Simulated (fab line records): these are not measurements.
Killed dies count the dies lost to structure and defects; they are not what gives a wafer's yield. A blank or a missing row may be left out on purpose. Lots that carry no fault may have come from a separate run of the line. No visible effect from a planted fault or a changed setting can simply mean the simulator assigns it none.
Split-lot study :: flow n5_finfet :: 21 wafers read from 7 lots, route of 1938 steps

## SPLIT DETAILS
At N5_BEOL_M13_SPUTTER_43 (material TaN, target thk 15 nm, time 24.19 s), the setting time_s was moved away from the recipe's 24.19 s on 6 of the 21 wafers read, by -14.3% to +14.0%. This setting was run at the recipe's value on the other wafers.

## FROM THE SPLIT TO THE READING: what the file shows between them, 4 steps
- N5_BEOL_M13_SPUTTER_44: material Ta, target thk 10 nm, time 16.13 s
- N5_BEOL_M13_SPUTTER_45: material Cu, target thk 80 nm, time 13.33 s
- N5_BEOL_M13_ECD_47: material Cu, target thk 936 nm
- N5_BEOL_M13_ANNEAL_48: time 90 s

## THE READING
barrier_field_endpoint_s, in s, at N5_BEOL_M13_CMP_49 (polishes, stops on SiOC, t overpolish 17.1 s, target thk 420 nm). A value of 30.4 s with a standard deviation of 0.89 s is what fault-free wafers of this fab line usually give.

wafer: L074.1
tool, chamber at the split: pvd_sputter-02, -
time_s as run, s: 24.19
against the recipe: recipe
barrier_field_endpoint_s, s: 31.3
against lot-mates on the recipe: -

wafer: L074.2
tool, chamber at the split: pvd_sputter-02, -
time_s as run, s: 24.19
against the recipe: recipe
barrier_field_endpoint_s, s: 31.5
against lot-mates on the recipe: -

wafer: L074.5
tool, chamber at the split: pvd_sputter-02, -
time_s as run, s: 21.42
against the recipe: -11.5%
barrier_field_endpoint_s, s: 28.9
against lot-mates on the recipe: -2.5

wafer: L075.1
tool, chamber at the split: pvd_sputter-01, -
time_s as run, s: 24.19
against the recipe: recipe
barrier_field_endpoint_s, s: 30.5
against lot-mates on the recipe: -

wafer: L075.4
tool, chamber at the split: pvd_sputter-01, -
time_s as run, s: 21.85
against the recipe: -9.7%
barrier_field_endpoint_s, s: 28.9
against lot-mates on the recipe: -0.9

wafer: L075.6
tool, chamber at the split: pvd_sputter-01, -
time_s as run, s: 24.19
against the recipe: recipe
barrier_field_endpoint_s, s: 29.1
against lot-mates on the recipe: -

wafer: L079.4
tool, chamber at the split: pvd_sputter-03, -
time_s as run, s: 24.19
against the recipe: recipe
barrier_field_endpoint_s, s: 30.7
against lot-mates on the recipe: -

wafer: L079.1
tool, chamber at the split: pvd_sputter-03, -
time_s as run, s: 24.19
against the recipe: recipe
barrier_field_endpoint_s, s: 30.5
against lot-mates on the recipe: -

wafer: L079.5
tool, chamber at the split: pvd_sputter-03, -
time_s as run, s: 26.82
against the recipe: +10.9%
barrier_field_endpoint_s, s: 32.1
against lot-mates on the recipe: +1.5

wafer: L081.1
tool, chamber at the split: pvd_sputter-02, -
time_s as run, s: 24.19
against the recipe: recipe
barrier_field_endpoint_s, s: 30.5
against lot-mates on the recipe: -

wafer: L081.3
tool, chamber at the split: pvd_sputter-02, -
time_s as run, s: 24.19
against the recipe: recipe
barrier_field_endpoint_s, s: 29.5
against lot-mates on the recipe: -

wafer: L081.5
tool, chamber at the split: pvd_sputter-02, -
time_s as run, s: 24.19
against the recipe: recipe
barrier_field_endpoint_s, s: 29.4
against lot-mates on the recipe: -

wafer: L085.1
tool, chamber at the split: pvd_sputter-01, -
time_s as run, s: 24.19
against the recipe: recipe
barrier_field_endpoint_s, s: 29.7
against lot-mates on the recipe: -

wafer: L085.4
tool, chamber at the split: pvd_sputter-01, -
time_s as run, s: 24.19
against the recipe: recipe
barrier_field_endpoint_s, s: 31.4
against lot-mates on the recipe: -

wafer: L085.6
tool, chamber at the split: pvd_sputter-01, -
time_s as run, s: 24.19
against the recipe: recipe
barrier_field_endpoint_s, s: 29.9
against lot-mates on the recipe: -

wafer: L086.1
tool, chamber at the split: pvd_sputter-03, -
time_s as run, s: 20.73
against the recipe: -14.3%
barrier_field_endpoint_s, s: 28.5
against lot-mates on the recipe: -3.1

wafer: L086.4
tool, chamber at the split: pvd_sputter-03, -
time_s as run, s: 24.19
against the recipe: recipe
barrier_field_endpoint_s, s: 31.6
against lot-mates on the recipe: -

wafer: L086.6
tool, chamber at the split: pvd_sputter-03, -
time_s as run, s: 20.73
against the recipe: -14.3%
barrier_field_endpoint_s, s: 28.7
against lot-mates on the recipe: -2.9

wafer: L092.1
tool, chamber at the split: pvd_sputter-02, -
time_s as run, s: 24.19
against the recipe: recipe
barrier_field_endpoint_s, s: 30.5
against lot-mates on the recipe: -

wafer: L092.3
tool, chamber at the split: pvd_sputter-02, -
time_s as run, s: 24.19
against the recipe: recipe
barrier_field_endpoint_s, s: 30.4
against lot-mates on the recipe: -

wafer: L092.5
tool, chamber at the split: pvd_sputter-02, -
time_s as run, s: 27.58
against the recipe: +14.0%
barrier_field_endpoint_s, s: 32.5
against lot-mates on the recipe: +2.1

FIT RESULTS
A straight line over all 21 wafers: barrier_field_endpoint_s changes by +0.14 s for each +1% of time_s; r = +0.82; the points scatter about the line by 0.69 s.
The same after taking each lot's own level away (the mean of its wafers on the recipe; 21 wafers): +0.175 s for each +1%; r = +0.92; scatter 0.52 s.
That fit puts the effect of the largest move of time_s on the reading at 2.5 s.
Measured against the standard deviation above, the lots' own levels, which go from 29.80 to 31.60 s, span 2.0 times it.
So the slope is not independent of the lot-to-lot level: the two fits are not the same.
Check: with one of the wafers moved furthest among these (-14.3%) left out of the fit, the line predicts -2.42 s for it against its lot-mates. It came out at -3.1 s against them.

## FURTHER SPLITS ON THESE WAFERS
Before the reading, these wafers also passed through other splits. Each is held against what the fit with the lots' levels taken away leaves over:
other split on the same wafers: N5_BEOL_M11_TRENCH_ETCH_37 bias_w
wafers away from the commonest value: 5
r with barrier_field_endpoint_s (lot level and that fit taken away): +0.19

other split on the same wafers: N5_BEOL_M12_CMP_49 down_force_psi
wafers away from the commonest value: 6
r with barrier_field_endpoint_s (lot level and that fit taken away): -0.10

## THE WHOLE CHAIN: every reading that the file lists as answering this split, in the file's order
step: N5_BEOL_M13_SPUTTER_43
what it does: material TaN, target thk 15 nm, time 24.19 s
reading: TaN_of_BEOL_M13_SPUTTER_43.thk_nm (the simulator's own value, which no gauge read)
change (the file's fit): +0.167 nm for each +1% of the setting
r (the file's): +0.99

step: N5_BEOL_M13_CMP_49
what it does: polishes, stops on SiOC, t overpolish 17.1 s, target thk 420 nm
reading: barrier_field_endpoint_s
change (the file's fit): +0.167 s for each +1% of the setting
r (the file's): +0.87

## THE FILE'S OWN FIT
barrier_field_endpoint_s changes by +0.167 s for each +1% of time_s, r = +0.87.
